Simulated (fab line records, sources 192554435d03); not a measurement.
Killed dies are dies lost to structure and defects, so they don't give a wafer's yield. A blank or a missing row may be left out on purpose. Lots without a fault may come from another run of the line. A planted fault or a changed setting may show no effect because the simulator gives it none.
Which tool did it? | flow n5_finfet | 8 lots, 24 wafers sampled, at 5 steps of a route of 1938

WHAT THE GAUGES READ, wafer by wafer
N5_BEOL_M4_RC_MEAS_101. Usual: DIBL_N 36.2 mV/V, standard deviation 1.7; DIBL_P 36.2 mV/V, standard deviation 2.2; IOFF_N 0.16 nA/um, standard deviation 0.035; IOFF_P 0.21 nA/um, standard deviation 0.042; ION_N 673 uA/um, standard deviation 13; ION_P 462 uA/um, standard deviation 7.9; SS_N 71.4 mV/dec, standard deviation 0.59; SS_P 73.2 mV/dec, standard deviation 0.7; VT_N 250 mV, standard deviation 3.6; VT_P -251 mV, standard deviation 3.5.
lot  | measured     | on        | DIBL_N (mV/V)  | DIBL_P (mV/V)  | IOFF_N (nA/um) | IOFF_P (nA/um) | ION_N (uA/um) | ION_P (uA/um) | SS_N (mV/dec)  | SS_P (mV/dec)  | VT_N (mV)   | VT_P (mV)      | flag
L787 | day 7 23:13  | prober-01 | 36.3 38.7 36.4 | 36.1 40.1 38.5 | 0.14 0.21 0.17 | 0.19 0.25 0.22 | 653 688 674   | 446 461 465   | 70.9 72.5 71.4 | 73.0 74.0 73.9 | 250 243 248 | -252 -247 -251 |
L789 | day 8 07:13  | prober-02 | 36.6 39.1 39.0 | 37.7 41.7 41.1 | 0.20 0.27 0.27 | 0.26 0.34 0.34 | 688 713 696   | 468 482 476   | 72.1 71.7 72.7 | 73.4 74.9 74.9 | 243 240 240 | -246 -244 -243 |
L798 | day 11 04:16 | prober-02 | 35.3 37.7 37.8 | 34.2 37.2 38.8 | 0.12 0.16 0.16 | 0.16 0.19 0.22 | 662 686 677   | 457 458 464   | 70.2 71.1 72.0 | 72.5 73.5 73.0 | 255 249 250 | -255 -253 -252 |
L800 | day 11 04:55 | prober-01 | 37.7 34.2 35.3 | 39.0 34.5 36.8 | 0.17 0.12 0.14 | 0.26 0.19 0.22 | 668 659 666   | 463 464 460   | 71.2 71.6 71.3 | 73.8 72.0 73.0 | 251 252 250 | -245 -250 -248 |
L803 | day 12 13:05 | prober-02 | 36.2 35.4 36.9 | 35.5 35.1 37.5 | 0.16 0.16 0.17 | 0.21 0.21 0.24 | 670 677 676   | 465 468 462   | 71.2 71.6 72.2 | 73.1 73.0 73.1 | 251 249 249 | -249 -249 -249 |
L805 | day 12 23:57 | prober-01 | 35.2 37.4 36.4 | 34.0 36.2 34.2 | 0.13 0.18 0.15 | 0.18 0.22 0.19 | 668 685 661   | 460 467 455   | 71.4 71.3 70.8 | 72.7 72.8 73.1 | 250 245 249 | -253 -251 -252 |
L808 | day 13 15:37 | prober-02 | 37.0 34.4 37.7 | 36.1 33.8 37.8 | 0.16 0.12 0.18 | 0.21 0.17 0.24 | 668 666 678   | 459 457 459   | 71.3 71.0 71.8 | 72.9 71.9 73.3 | 251 255 247 | -250 -253 -249 |
L809 | day 13 17:47 | prober-01 | 34.9 35.1 34.1 | 36.8 35.5 35.1 | 0.15 0.14 0.13 | 0.17 0.16 0.16 | 665 672 666   | 450 451 454   | 70.6 71.4 71.0 | 73.9 73.2 73.1 | 252 252 255 | -257 -259 -258 |

WHICH TOOL RAN EACH LOT (tool, then ch and the chambers of the sampled wafers, then the start)
lot  | N5_BEOL_M0_SAQP_HM_OPEN_112        | N5_BEOL_M0_SAQP_SPACER1_ETCHBACK_99 | N5_BEOL_M0_SAQP_ETCH_101           | N5_BEOL_M0_SAQP_SPACER2_ETCHBACK_27
L787 | rie_diel-05 ch 0,2, day 5 19:37    | rie_diel-05 ch 0,2, day 5 21:20     | rie_diel-02 ch 0,2, day 5 21:40    | rie_diel-05 ch 0,1, day 5 23:22
L789 | rie_diel-06 ch 0,1,3, day 6 06:18  | rie_diel-02 ch 0,2,3, day 6 07:29   | rie_diel-02 ch 0,2, day 6 07:43    | rie_diel-05 ch 0,1, day 6 09:50
L798 | rie_diel-02 ch 2,3, day 8 17:14    | rie_diel-02 ch 0,2,3, day 8 19:15   | rie_diel-02 ch 0,1,2, day 8 19:29  | rie_diel-06 ch 0,1, day 8 21:27
L800 | rie_diel-05 ch 1,2, day 9 00:42    | rie_diel-02 ch 0,1,3, day 9 02:03   | rie_diel-05 ch 0,1,3, day 9 02:17  | rie_diel-05 ch 1,2, day 9 03:56
L803 | rie_diel-02 ch 0,2,3, day 9 16:49  | rie_diel-05 ch 0,1,2, day 9 17:59   | rie_diel-05 ch 0,1,2, day 9 18:30  | rie_diel-05 ch 0,2,3, day 9 20:01
L805 | rie_diel-05 ch 0,3, day 10 08:57   | rie_diel-05 ch 0,1,2, day 10 10:23  | rie_diel-05 ch 0,2,3, day 10 10:38 | rie_diel-02 ch 0,2,3, day 10 12:09
L808 | rie_diel-02 ch 0,2,3, day 11 00:47 | rie_diel-02 ch 0,1,2, day 11 02:26  | rie_diel-06 ch 0,1,2, day 11 02:40 | rie_diel-02 ch 0,1,3, day 11 04:11
L809 | rie_diel-05 ch 0,1,3, day 11 04:58 | rie_diel-05 ch 2,3, day 11 06:16    | rie_diel-06 ch 0,1,2, day 11 06:41 | rie_diel-05 ch 0,2,3, day 11 08:21
- N5_BEOL_M0_SAQP_HM_OPEN_112: chemistry CHF3/O2, target SiO2, stops on a-Si, target depth 12 nm, time 13.5 s.
- N5_BEOL_M0_SAQP_SPACER1_ETCHBACK_99: etches SiO2 in CHF3/O2, target depth 15.4 nm, time 7.7 s.
- N5_BEOL_M0_SAQP_ETCH_101: etches SiNx in CH3F/O2, target depth 29.9 nm, time 42.7 s.
- N5_BEOL_M0_SAQP_SPACER2_ETCHBACK_27: etches SiO2 in CHF3/O2, target depth 22.5 nm, time 11.25 s.

WHAT THE TOOLS THEMSELVES READ (means of the sampled wafers that have a number; where no wafer has one, the mark that the record gives instead)
N5_BEOL_M0_SAQP_HM_OPEN_112. Usual: drypump_motor_current_A 5.6 A, standard deviation 0.53; mfc_ar_sccm 200.0 sccm, standard deviation 0.58; oes_product_au 0.51 a.u., standard deviation 0.054; rf_fwd_power_W 645.1 W, standard deviation 2.5; rf_vpp_V 527 V, standard deviation 7.6; showerhead_plenum_p_Torr 2.45 Torr, standard deviation 0.093; throttle_valve_pct 18.89 %, standard deviation 0.27.
lot  | tool        | drypump_motor_current_A (A) | mfc_ar_sccm (sccm) | oes_product_au (a.u.) | rf_fwd_power_W (W) | rf_vpp_V (V) | showerhead_plenum_p_Torr (Torr) | throttle_valve_pct (%) | flag
L787 | rie_diel-05 | 5.7                         | 200.0              | 0.48                  | 645.5              | 526          | 2.36                            | 19.08                  |
L789 | rie_diel-06 | 6.0                         | 200.0              | 0.53                  | 647.4              | 530          | 2.45                            | 18.61                  |
L798 | rie_diel-02 | 5.2                         | 199.7              | 0.58                  | 645.7              | 536          | 2.55                            | 18.72                  |
L800 | rie_diel-05 | 5.2                         | 199.9              | 0.50                  | 644.2              | 528          | 2.48                            | 19.13                  |
L803 | rie_diel-02 | 5.2                         | 200.1              | 0.52                  | 644.5              | 527          | 2.52                            | 18.94                  |
L805 | rie_diel-05 | 5.8                         | 199.9              | 0.47                  | 648.2              | 528          | 2.43                            | 18.81                  |
L808 | rie_diel-02 | 5.2                         | 200.2              | 0.51                  | 641.5              | 527          | 2.52                            | 18.95                  |
L809 | rie_diel-05 | 5.8                         | 199.7              | 0.49                  | 645.1              | 530          | 2.40                            | 18.84                  |

N5_BEOL_M0_SAQP_SPACER1_ETCHBACK_99. Usual: drypump_motor_current_A 5.5 A, standard deviation 0.44; mfc_ar_sccm 200.1 sccm, standard deviation 0.66; oes_product_au 0.79 a.u., standard deviation 0.095; rf_fwd_power_W 646.0 W, standard deviation 2.1; rf_vpp_V 526 V, standard deviation 7.4; showerhead_plenum_p_Torr 2.46 Torr, standard deviation 0.092; throttle_valve_pct 19.00 %, standard deviation 0.25.
lot  | tool        | drypump_motor_current_A (A) | mfc_ar_sccm (sccm) | oes_product_au (a.u.) | rf_fwd_power_W (W) | rf_vpp_V (V) | showerhead_plenum_p_Torr (Torr) | throttle_valve_pct (%) | flag
L787 | rie_diel-05 | 5.7                         | 199.8              | 0.74                  | 646.1              | 525          | 2.36                            | 19.16                  |
L789 | rie_diel-02 | 5.2                         | 199.6              | 0.74                  | 646.5              | 524          | 2.43                            | 19.10                  |
L798 | rie_diel-02 | 5.2                         | 200.0              | 0.81                  | 647.8              | 527          | 2.52                            | 18.99                  |
L800 | rie_diel-02 | 5.4                         | 200.0              | 0.83                  | 646.2              | 522          | 2.51                            | 19.09                  |
L803 | rie_diel-05 | 5.6                         | 200.5              | 0.76                  | 645.0              | 528          | 2.40                            | 19.11                  |
L805 | rie_diel-05 | 5.6                         | 200.2              | 0.76                  | 644.8              | 528          | 2.40                            | 19.10                  |
L808 | rie_diel-02 | 5.3                         | 200.8              | 0.87                  | 646.7              | 528          | 2.53                            | 18.95                  |
L809 | rie_diel-05 | 5.2                         | 199.9              | 0.72                  | 645.0              | 525          | 2.49                            | 19.19                  |

N5_BEOL_M0_SAQP_ETCH_101. Usual: CH3F_flow_sccm 30.00 sccm, standard deviation 0.1; drypump_motor_current_A 5.5 A, standard deviation 0.47; mfc_ar_sccm 149.9 sccm, standard deviation 0.46; oes_product_au 0.79 a.u., standard deviation 0.093; rf_fwd_power_W 393.1 W, standard deviation 1.3; rf_vpp_V 299 V, standard deviation 4.3; showerhead_plenum_p_Torr 2.05 Torr, standard deviation 0.076; throttle_valve_pct 16.44 %, standard deviation 0.26.
lot  | tool        | CH3F_flow_sccm (sccm) | drypump_motor_current_A (A) | mfc_ar_sccm (sccm) | oes_product_au (a.u.) | rf_fwd_power_W (W) | rf_vpp_V (V) | showerhead_plenum_p_Torr (Torr) | throttle_valve_pct (%) | flag
L787 | rie_diel-02 | 30.12                 | 5.1                         | 149.7              | 0.71                  | 392.6              | 300          | 1.96                            | 16.57                  |
L789 | rie_diel-02 | 29.88                 | 5.1                         | 149.5              | 0.71                  | 392.6              | 301          | 1.96                            | 16.57                  |
L798 | rie_diel-02 | 29.96                 | 5.3                         | 150.0              | 0.99                  | 392.9              | 300          | 2.11                            | 16.39                  |
L800 | rie_diel-05 | 30.01                 | 5.8                         | 149.8              | 0.77                  | 394.0              | 302          | 2.00                            | 16.37                  |
L803 | rie_diel-05 | 29.98                 | 5.6                         | 150.1              | 0.76                  | 392.8              | 300          | 1.99                            | 16.56                  |
L805 | rie_diel-05 | 29.90                 | 5.6                         | 150.3              | 0.72                  | 392.5              | 298          | 2.01                            | 16.56                  |
L808 | rie_diel-06 | 29.95                 | 5.9                         | 150.1              | 0.83                  | 391.9              | 296          | 1.98                            | 16.19                  |
L809 | rie_diel-06 | 30.05                 | 5.9                         | 150.2              | 0.84                  | 392.9              | 296          | 1.98                            | 16.21                  |

N5_BEOL_M0_SAQP_SPACER2_ETCHBACK_27. Usual: drypump_motor_current_A 5.7 A, standard deviation 0.52; mfc_ar_sccm 199.9 sccm, standard deviation 0.59; oes_product_au 0.78 a.u., standard deviation 0.088; rf_fwd_power_W 646.0 W, standard deviation 2.1; rf_vpp_V 526 V, standard deviation 7.6; showerhead_plenum_p_Torr 2.45 Torr, standard deviation 0.096; throttle_valve_pct 18.94 %, standard deviation 0.25.
lot  | tool        | drypump_motor_current_A (A) | mfc_ar_sccm (sccm) | oes_product_au (a.u.) | rf_fwd_power_W (W) | rf_vpp_V (V) | showerhead_plenum_p_Torr (Torr) | throttle_valve_pct (%) | flag
L787 | rie_diel-05 | 6.0                         | 200.5              | 0.79                  | 644.4              | 529          | 2.33                            | 18.97                  |
L789 | rie_diel-05 | 5.9                         | 200.1              | 0.83                  | 645.7              | 532          | 2.39                            | 18.88                  |
L798 | rie_diel-06 | 5.6                         | 199.5              | 0.78                  | 646.3              | 525          | 2.38                            | 18.78                  |
L800 | rie_diel-05 | 5.5                         | 200.0              | 0.81                  | 646.5              | 531          | 2.45                            | 19.01                  |
L803 | rie_diel-05 | 5.6                         | 199.7              | 0.71                  | 646.7              | 526          | 2.43                            | 19.08                  |
L805 | rie_diel-02 | 5.2                         | 199.6              | 0.79                  | 644.6              | 527          | 2.52                            | 19.01                  |
L808 | rie_diel-02 | 5.4                         | 199.5              | 0.80                  | 645.5              | 522          | 2.50                            | 19.12                  |
L809 | rie_diel-05 | 5.6                         | 200.4              | 0.71                  | 647.5              | 527          | 2.42                            | 19.09                  |

THE ANSWER, worked out from the rows above alone
Rule: a lot is off if the mean of its wafers that have a number lies more than 3 standard deviations from the usual mean. A lot without any number at a reading at which 4 lots or more have one is off too. The other lots that the step has rows for count as sound. The gauges are gone through in route order, then the tools' own readings, and for those a lot's mean is taken as printed above. The first step at which some lot is off is used, and at that step the reading that is off furthest; a lot without a number counts as furthest.
No lot is off at any reading shown: from this, nothing can be told.

WHAT THE SIMULATOR HAD PUT IN
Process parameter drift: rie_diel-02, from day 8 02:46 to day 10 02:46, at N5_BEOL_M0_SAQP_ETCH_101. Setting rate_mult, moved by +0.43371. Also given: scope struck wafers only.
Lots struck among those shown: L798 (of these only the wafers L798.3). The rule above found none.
